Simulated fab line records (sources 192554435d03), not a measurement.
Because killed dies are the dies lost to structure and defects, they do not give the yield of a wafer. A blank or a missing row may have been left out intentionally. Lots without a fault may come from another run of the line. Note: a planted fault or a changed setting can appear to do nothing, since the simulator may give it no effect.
fab line records | flow n5Finfet
record lots=11 wafers=33 lastDay=18
route steps=1938 shown BEOL_M3@973 BEOL_M15@1828 MIM_BOT@1833 TV_LITHO@1883 PASSIVATION@1936
lots untouched by any fault: they come from a run of this same line in which no faults occurred
startH: start of the lot's first displayed wafer, in hours after the record's first day | waitH: hours from the lot's prior step to this one | " the same as in the row above | L1.1+2: a row that stands for several wafers | - either no value or no given start | * or withheld: withheld | < > ~ a bound
route shown NAME@n: NAME is a module with steps in the file, n the number in the route of the first one | usual: mean/standard deviation of fault-free wafers | same: alike in all rows | chamber/n: place in a boat | sites: the reading at each site | _std_site: their standard deviation | _edge_site: mean of outer sites minus mean of inner sites | radiusMm: how far each site lies from the wafer's centre | mask NAME#n: copy n | behind: the last tool/chamber to shape the wafer | hold: the reason the lot was held/the length of the hold in hours/how it ended | device: which transistor (n, p or np) failed to switch | end of line: the same wafers' tests at the end of the route | a step with no rows: only its recipe | killed: not the wafer's yield, but the dies lost to structure and defects at the first sort | map: dies across one wafer; x = killed, . = not, _ = none there
set.NAME: the setting the step ran with; set.NAME@STEP: the setting that earlier step ran with | model.NAME: the simulator's own value behind a step, which no gauge read
one table for each step of the route and one row for each wafer, over a sample of lots
services: a tool's chamber out of use, with start hour (startH, from the record's first day; less than 0 if before it), hours out, and reason
## steps
# step N5_BEOL_M3_ETCHBACK_99
# recipe chemistry=CHF3 target=SiO2 targetDepthA=50 timeS=10.4 sourceW=215 biasW=47 Ar_flow_sccm=200 CHF3_flow_sccm=12 ionEnergyEv=100 pressureMtorr=30
# usual CHF3_flow_sccm=12.00/0.04 drypumpMotorCurrentA=5.5/0.53 oesProductAu=0.77/0.077 rfVppV=242/4 showerheadPlenumPTorr=2.16/0.075 throttleValvePct=17.16/0.22
# columns lot.wafer tool chamber startH waitH CHF3_flow_sccm drypumpMotorCurrentA oesProductAu rfHoursCounterH rfVppV showerheadPlenumPTorr throttleValvePct
L395.1 rieDiel-04 3 146.16 2.0 12.02 4.9 0.76 159 246 2.23 17.17
L395.3 " 2 " " 12.09 5.1 0.73 184 236 2.05 17.09
L395.5 " 1 " " 11.99 4.9 0.75 - 245 2.25 17.46
L398.1 rieDiel-03 2 158.43 2.0 12.07 6.1 0.70 226 247 2.21 17.14
L398.4 " 2 " " 12.10 6.1 0.70 - 248 2.21 17.14
L398.6 " 2 " " 12.04 6.1 0.71 - 247 2.21 17.14
L397.1 rieDiel-03 2 164.44 7.5 12.03 6.1 0.70 229 247 2.21 17.13
L397.4 " 0 " " 11.99 4.9 0.77 - 241 2.06 17.33
L397.6 " 2 " " 11.97 6.1 0.70 - 248 2.21 17.13
L401.1 rieDiel-04 1 205.12 15.8 12.06 4.9 0.73 165 245 2.24 17.50
L401.3 " 0 " " 12.02 5.3 0.73 157 246 2.14 16.82
L401.5 " 0 " " 12.00 5.3 0.73 - 245 2.14 16.83
L406.2 rieDiel-04 1 226.03 1.8 12.03 5.0 0.72 169 246 2.24 17.49
L406.5 " 3 " " 12.03 4.9 0.74 - 245 2.22 17.19
L406.6 " 0 " " 12.03 5.3 0.72 - 246 2.14 16.83
L409.2 rieDiel-03 3 243.58 7.2 12.03 6.3 0.92 24 238 2.13 17.30
L409.3 " 0 " " 11.93 4.9 0.75 178 239 2.05 17.38
L409.4 " 1 " " 11.96 6.0 0.69 184 239 2.14 17.28
L407.1 rieDiel-04 1 243.71 8.9 11.96 4.9 0.72 174 244 2.24 17.52
L407.3 " 0 " " 12.02 5.3 0.73 170 247 2.14 16.87
L407.5 " 1 " " 11.96 4.9 0.73 - 244 2.24 17.52
L411.3 rieDiel-05 3 250.51 4.3 12.00 6.1 0.84 52 240 2.09 16.73
L411.4 " 2 " " 11.98 5.0 0.90 33 245 2.28 17.10
L411.6 " 3 " " 12.06 6.1 0.84 - 241 2.09 16.77
L414.2 rieDiel-05 0 279.98 13.8 11.99 5.8 0.81 95 238 2.25 16.96
L414.3 " 3 " " 11.98 6.1 0.84 60 242 2.09 16.78
L414.4 " 2 " " 12.03 5.0 0.90 42 245 2.27 17.11
L415.3 rieDiel-05 1 286.33 4.0 11.99 5.6 0.81 86 243 2.27 17.28
L415.5 " 0 " " 12.02 5.8 0.80 - 236 2.25 16.98
L415.6 " 3 " " 11.96 6.1 0.84 - 241 2.09 16.75
L417.1 rieDiel-03 3 294.37 5.9 12.03 6.3 0.89 40 237 2.12 17.34
L417.2 " 1 " " 11.97 6.0 0.69 199 239 2.13 17.30
L417.5 " 3 " " 12.02 6.3 0.89 - 236 2.12 17.35
# step N5_BEOL_M15_RS_MEAS_54
# recipe thkMeasGauge=four-point-probe reads=Cu_of_BEOL_M15_ECD_47+Ta_of_BEOL_M15_SPUTTER_44+TaN_of_BEOL_M15_SPUTTER_43
# usual M15_RS=0.0215/0.00043
# columns lot.wafer tool chamber startH waitH M15_RS[ohm/sq]
L395.1 filmMetro-01 - 253.55 0.0 0.0218
L395.3 " - " " 0.0214
L395.5 " - " " 0.0215
L398.1 filmMetro-01 - 276.83 0.0 0.0219
L398.4 " - " " 0.0218
L398.6 " - " " 0.0215
L397.1 filmMetro-02 - 277.51 0.0 0.0215
L397.4 " - " " 0.0219
L397.6 " - " " 0.0213
L401.1 filmMetro-02 - 309.95 0.0 0.0213
L401.3 " - " " 0.0214
L401.5 " - " " 0.0213
L406.2 filmMetro-02 - 352.15 0.1 0.0218
L406.5 " - " " 0.0206
L406.6 " - " " 0.0217
L407.1 filmMetro-02 - 352.76 0.0 0.0218
L407.3 " - " " 0.0219
L407.5 " - " " 0.0218
L409.2 filmMetro-02 - 359.15 0.1 0.0211
L409.3 " - " " 0.0205
L409.4 " - " " 0.0220
L411.3 filmMetro-01 - 363.03 0.1 0.0207
L411.4 " - " " 0.0224
L411.6 " - " " 0.0221
L414.2 filmMetro-02 - 390.48 0.1 0.0213
L414.3 " - " " 0.0219
L414.4 " - " " 0.0217
L417.1 filmMetro-01 - 414.18 0.0 0.0221
L417.2 " - " " 0.0217
L417.5 " - " " 0.0207
L415.3 filmMetro-02 - 417.30 0.1 0.0220
L415.5 " - " " 0.0212
L415.6 " - " " 0.0216
# step N5_MIM_BOT_SPUTTER_00
# recipe material=TiN targetThkA=350 tempC=200 powerW=3000 chamberPressurePa=0.49996 gas=Ar reactivePartialPa=0.37997 timeS=89.7
# usual throttleValvePct=29.7/1.2
# columns lot.wafer tool chamber startH waitH throttleValvePct
L395.1 pvdSputter-03 - 257.45 0.0 28.5
L395.3 " - " " 29.1
L395.5 " - " " 30.9
L398.1 pvdSputter-02 - 278.82 0.0 29.3
L398.4 " - " " 29.6
L398.6 " - " " 29.4
L397.1 pvdSputter-02 - 279.82 0.0 31.6
L397.4 " - " " 29.5
L397.6 " - " " 29.4
L401.1 pvdSputter-01 - 311.45 0.0 26.6
L401.3 " - " " 30.1
L401.5 " - " " 30.2
L406.2 pvdSputter-02 - 354.00 0.0 31.7
L406.5 " - " " 29.8
L406.6 " - " " 29.4
L407.1 pvdSputter-01 - 354.59 0.0 30.3
L407.3 " - " " 30.0
L407.5 " - " " 30.1
L409.2 pvdSputter-02 - 362.18 0.0 31.5
L409.3 " - " " 29.6
L409.4 " - " " 29.8
L411.3 pvdSputter-02 - 365.08 0.0 29.4
L411.4 " - " " 29.6
L411.6 " - " " 31.4
L414.2 pvdSputter-02 - 391.71 0.0 29.4
L414.3 " - " " 29.6
L414.4 " - " " 29.6
L417.1 pvdSputter-03 - 415.74 0.0 30.2
L417.2 " - " " 28.3
L417.5 " - " " 30.9
L415.3 pvdSputter-02 - 418.87 0.0 29.6
L415.5 " - " " 29.3
L415.6 " - " " 29.6
# step N5_PASSIVATION_CD_MEAS_10
# recipe targetCdNm=3000 landingEnergyEv=500 detector=seInlens
# usual cdNm=2999.6/2.2
# columns lot.wafer tool chamber startH waitH cdNm
L395.1 cdSem-03 0 263.38 - 2998.0
L395.3 " 0 " " 3000.7
L395.5 " 0 " " 3001.8
L398.1 cdSem-01 0 283.42 - 3005.1
L398.4 " 0 " " 3000.2
L398.6 " 0 " " 3003.9
L397.1 cdSem-01 0 283.58 - 3003.2
L397.4 " 0 " " 3000.4
L397.6 " 0 " " 2998.9
L401.1 cdSem-03 0 319.05 - 3000.6
L401.3 " 0 " " 3000.3
L401.5 " 0 " " 3001.3
L406.2 cdSem-02 0 358.09 - 2998.8
L406.5 " 0 " " 2995.0
L406.6 " 0 " " 2999.9
L407.1 cdSem-03 0 361.95 - 3001.0
L407.3 " 0 " " 3001.0
L407.5 " 0 " " 3002.9
L409.2 cdSem-02 0 366.51 - 3003.2
L409.3 " 0 " " 2998.6
L409.4 " 0 " " 2998.5
L411.3 cdSem-02 0 370.20 - 3000.5
L411.4 " 0 " " 2998.5
L411.6 " 0 " " 2997.4
L414.2 cdSem-02 0 397.99 - 3001.3
L414.3 " 0 " " 2999.7
L414.4 " 0 " " 3004.0
L417.1 cdSem-01 0 421.69 - 3001.4
L417.2 " 0 " " 2998.8
L417.5 " 0 " " 2999.5
L415.3 cdSem-01 0 422.68 - 2997.4
L415.5 " 0 " " 2996.5
L415.6 " 0 " " 2998.4
# step N5_PASSIVATION_PROBE_49
# usual defectLimitedYield=91.4/1.5 killed_at_M0_to_M3=35/12 killed_at_M4_up=13/5.8 killedAtContacts=12/5.5 killedAtFrontEnd=36/9.9 killedAtOther=4/3.7 killedDies=101/18 killedOpen=66/13 killedShort=33/8 sort_bin_4_leakage=0.00/0.016 sort_bin_5_function=5.0/1 sort_bin_6_memory=3.2/0.67 sortNPass=1079/18 sortYieldPct=91.4/1.5
# same grossDies=1180 killedAtBackSide=0 sort_bin_8_speed[%]=0
# columns lot.wafer tool chamber startH waitH defectLimitedYield[%] killed_at_M0_to_M3 killed_at_M4_up killedAtContacts killedAtFrontEnd killedAtOther killedDies killedOpen killedShort sort_bin_4_leakage[%] sort_bin_5_function[%] sort_bin_6_memory[%] sortNPass sortYieldPct[%]
L406.2 prober-02 - 365.07 0.1 83.3 122 12 19 36 8 197 61 35 0 10.2 4.7 983 83.3
L406.5 prober-02 - 365.22 0.2 85.4 96 23 16 31 6 172 70 30 0 10.4 2.5 1008 85.4
L406.6 prober-02 - 365.27 0.3 83.6 127 11 14 38 4 194 59 26 0 10.3 4.2 986 83.6
L407.1 prober-01 - 368.84 0.0 82.8 150 12 7 33 1 203 48 24 0 11.4 3.4 977 82.8
L407.3 prober-01 - 368.94 0.1 84.7 127 15 4 31 4 181 55 19 0 10.0 3.1 999 84.7
L407.5 prober-01 - 369.04 0.2 83.6 137 8 4 41 3 193 56 27 0.17 10.9 3.8 985 83.5
L411.3 prober-02 - 377.18 0.1 92.4 37 7 13 21 12 90 58 32 0 4.2 3.2 1090 92.4
# killed by level:class
L406.2 BEOL_M3:unspecified=100 MOL_CONTACT_COAG:geometricParticle:open=15 FIN_SAQP:geometricParticle:short=8 BEOL_M0_SAQP:geometricParticle:short=7 BEOL_M4:geometricParticle:open=6 BEOL_M0_SAQP:geometricParticle:open=6 FIN_SAQP:geometricParticle:open=5 STI_FIN_REVEAL:geometricParticle:open=5
L406.5 BEOL_M3:unspecified=72 BEOL_M4:geometricParticle:open=13 MOL_CONTACT_COAG:geometricParticle:open=13 BEOL_M0_SAQP:geometricParticle:open=9 FIN_SAQP:geometricParticle:open=5 FIN_SAQP:geometricParticle:short=5 GATE_CUT:geometricParticle:short=4 BEOL_M1:geometricParticle:open=4
L406.6 BEOL_M3:unspecified=104 FIN_SAQP:geometricParticle:open=10 MOL_CONTACT_COAG:geometricParticle:open=9 FIN_SAQP:geometricParticle:short=7 BEOL_M4:geometricParticle:open=6 BEOL_M0_SAQP:geometricParticle:short=5 DUMMY_GATE:geometricParticle:open=4 ILD0:geometricParticle:open=4
L407.1 BEOL_M3:unspecified=125 MOL_CONTACT_COAG:geometricParticle:open=7 BEOL_M1:geometricParticle:open=7 BEOL_M0_SAQP:geometricParticle:open=6 SPACER0:geometricParticle:short=5 GATE_CUT:geometricParticle:short=4 HKMG_FIN:areaEtch=4 STI_FIN_REVEAL:geometricParticle:open=3
L407.3 BEOL_M3:unspecified=107 BEOL_M3:geometricParticle:open=9 STARTING-WAFER:geometricParticle:short=5 SPACER0:geometricParticle:short=4 SPACER0:geometricParticle:open=4 GATE_CUT:geometricParticle:open=4 BEOL_M0:geometricParticle:open=4 BEOL_M8:geometricParticle:open=4
L407.5 BEOL_M3:unspecified=110 BEOL_M0_SAQP:geometricParticle:open=9 FIN_SAQP:geometricParticle:short=5 DUMMY_GATE:geometricParticle:open=5 SPACER0:geometricParticle:open=5 BEOL_M1:geometricParticle:open=5 BEOL_M2:geometricParticle:open=5 GATE_CUT:geometricParticle:short=4
L411.3 MOL_CONTACT_COAG:geometricParticle:open=11 BEOL_M0_SAQP:geometricParticle:short=9 FIN_SAQP:geometricParticle:short=5 BEOL_M0_SAQP:geometricParticle:open=5 BEOL_M0:geometricParticle:open=5 BEOL_M1:geometricParticle:open=5 BEOL_M2:geometricParticle:open=5 FIN_SAQP:geometricParticle:open=4
## services
# columns tool chamber startH hours kind
rieDiel-05 - 147.63 0.9 repair
rieDiel-03 3 153.55 - clean
rieDiel-03 3 153.55 - consumableReplace:focusRing
rieDiel-03 3 153.55 24.3 scheduledDown
rieDiel-03 3 153.55 24.3 ventCycle
rieDiel-03 0 154.99 7.7 repair
rieDiel-04 - 174.46 15.6 pm
rieDiel-05 2 179.59 5.7 repair
rieDiel-05 1 184.83 6.6 repair
rieDiel-03 0 196.77 6.4 repair
rieDiel-04 3 200.90 12.8 repair
rieDiel-04 2 216.19 9.9 repair
rieDiel-03 2 216.52 - clean
rieDiel-03 2 216.52 - consumableReplace:focusRing
rieDiel-03 2 216.52 17.4 scheduledDown
rieDiel-03 2 216.52 17.4 ventCycle
rieDiel-05 3 251.62 3.5 repair
rieDiel-03 - 253.91 0.7 repair
rieDiel-04 3 309.13 11.7 repair
rieDiel-04 1 326.22 4.5 repair
rieDiel-04 3 358.52 5.5 repair
rieDiel-04 2 371.62 - clean
rieDiel-04 2 371.62 - consumableReplace:focusRing
rieDiel-04 2 371.62 - consumableReplace:showerhead
## key
firstSign step=N5_PASSIVATION_PROBE_49 reading=killed_at_M0_to_M3 direction=up sigmas=7.8 usual=35 struck=126
effect step=N5_PASSIVATION_PROBE_49 reading=defectLimitedYield direction=down sigmas=4.9 usual=91.4 struck=83.9
moreKillsBornAt N5_BEOL_M3_ETCHBACK_99@rieDiel-04=618
metAt N5_BEOL_M3_ETCHBACK_99
struckLots L406,L407
notActingAt N5_BEOL_M15_RS_MEAS_54,N5_MIM_BOT_SPUTTER_00,N5_PASSIVATION_CD_MEAS_10
onsetBetween 205.12 226.03
fault kind=chamberParticleSource tool=rieDiel-04 chamber=- onsetH=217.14 steps=N5_BEOL_M3_ETCHBACK_99 ratePerVisitCm2=0.63314 endH=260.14
